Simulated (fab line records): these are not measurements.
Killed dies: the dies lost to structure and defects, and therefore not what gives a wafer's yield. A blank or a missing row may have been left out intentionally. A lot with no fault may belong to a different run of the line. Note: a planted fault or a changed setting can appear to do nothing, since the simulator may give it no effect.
Split-lot study | flow n5-finfet | route with 1938 steps; 7 lots, 21 wafers read

ABOUT THE SPLIT
At N5_BEOL_M9_ILD_DEP_00 (deposits SiCOH lowk from DEMS/porogen, target thk 308.51 nm, time 58 s), the setting time-s was moved away from the recipe's 58 s on 8 of the 21 wafers read, by -8.5% to +11.7%. This setting was run at the recipe's value on the other wafers.

FROM THE SPLIT ON TO THE READING: in between, the file shows 1 step
- N5_BEOL_M9_CURE_71: cures SiCOH lowk, time 240 s

THE READING
M9_ILD_THK, in nm, at N5_BEOL_M9_THK_MEAS_01. On this fab line, fault-free wafers typically give 269 nm with a standard deviation of 3.6 nm.

wafer  | tool, chamber at the split | time-s as run, s | against the recipe | M9_ILD_THK, nm | against lot-mates on the recipe
L078.1 | pecvd-02, 1                | 63.9             | +10.2%             | 297            | +28
L078.4 | pecvd-02, 2                | 58               | recipe             | 267            | -
L078.5 | pecvd-02, 0                | 58               | recipe             | 272            | -
L081.2 | pecvd-04, 1                | 53.05            | -8.5%              | 247            | -24
L081.3 | pecvd-04, 2                | 58               | recipe             | 269            | -
L081.5 | pecvd-04, 1                | 58               | recipe             | 272            | -
L080.3 | pecvd-02, 2                | 58               | recipe             | 266            | -
L080.4 | pecvd-02, 2                | 62.03            | +6.9%              | 286            | +20
L080.6 | pecvd-02, 1                | 62.03            | +6.9%              | 292            | +26
L088.1 | pecvd-01, 0                | 58               | recipe             | 264            | -
L088.3 | pecvd-01, 1                | 58               | recipe             | 270            | -
L088.5 | pecvd-01, 2                | 62.14            | +7.1%              | 291            | +24
L091.1 | pecvd-02, 2                | 58               | recipe             | 267            | -
L091.2 | pecvd-02, 0                | 58               | recipe             | 269            | -
L091.6 | pecvd-02, 0                | 58               | recipe             | 276            | -
L093.1 | pecvd-01, 0                | 58               | recipe             | 261            | -
L093.2 | pecvd-01, 2                | 64.21            | +10.7%             | 295            | +32
L093.4 | pecvd-01, 0                | 58               | recipe             | 264            | -
L096.2 | pecvd-01, 1                | 58               | recipe             | 267            | -
L096.5 | pecvd-01, 1                | 64.81            | +11.7%             | 299            | +32
L096.6 | pecvd-01, 0                | 64.81            | +11.7%             | 299            | +32

FIT RESULTS
A straight line over all 21 wafers: M9_ILD_THK changes by +2.69 nm for each +1% of time-s; r = +0.97; the points scatter about the line by 3.6 nm.
The same after taking each lot's own level away (the mean of its wafers on the recipe; 21 wafers): +2.87 nm for each +1%; r = +0.98; scatter 2.7 nm.
That fit puts the effect of the largest move of time-s on the reading at 34 nm.
Across the lots, their own levels run from 262.5 to 270.7 nm, a range of 2.3 times the standard deviation given above.
The two slopes agree, so the slope changes little with the lot-to-lot level.
Check: +34.6 nm against its lot-mates is what the line predicts for one of the wafers moved furthest among these (+11.7%) when that wafer is left out of the fit. Against them it came out at +32 nm.

THE WHOLE CHAIN: every reading that the file lists as answering this split, in the file's order
step                   | what it does                                                           | reading                                                                                  | change (the file's fit)              | r (the file's)
N5_BEOL_M9_ILD_DEP_00  | deposits SiCOH lowk from DEMS/porogen, target thk 308.51 nm, time 58 s | SiCOH_lowk_of_BEOL_M9_ILD_DEP_00.thk-nm (the simulator's own value, which no gauge read) | +3.24 nm for each +1% of the setting | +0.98
N5_BEOL_M9_CURE_71     | cures SiCOH lowk, time 240 s                                           | SiCOH_lowk_of_BEOL_M9_ILD_DEP_00.thk-nm (the simulator's own value, which no gauge read) | +2.87 nm for each +1% of the setting | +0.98
N5_BEOL_M9_THK_MEAS_01 |                                                                        | M9_ILD_THK                                                                               | +2.88 for each +1% of the setting    | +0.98

FILE'S OWN FIT
M9_ILD_THK changes by +2.88 nm for each +1% of time-s, r = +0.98.
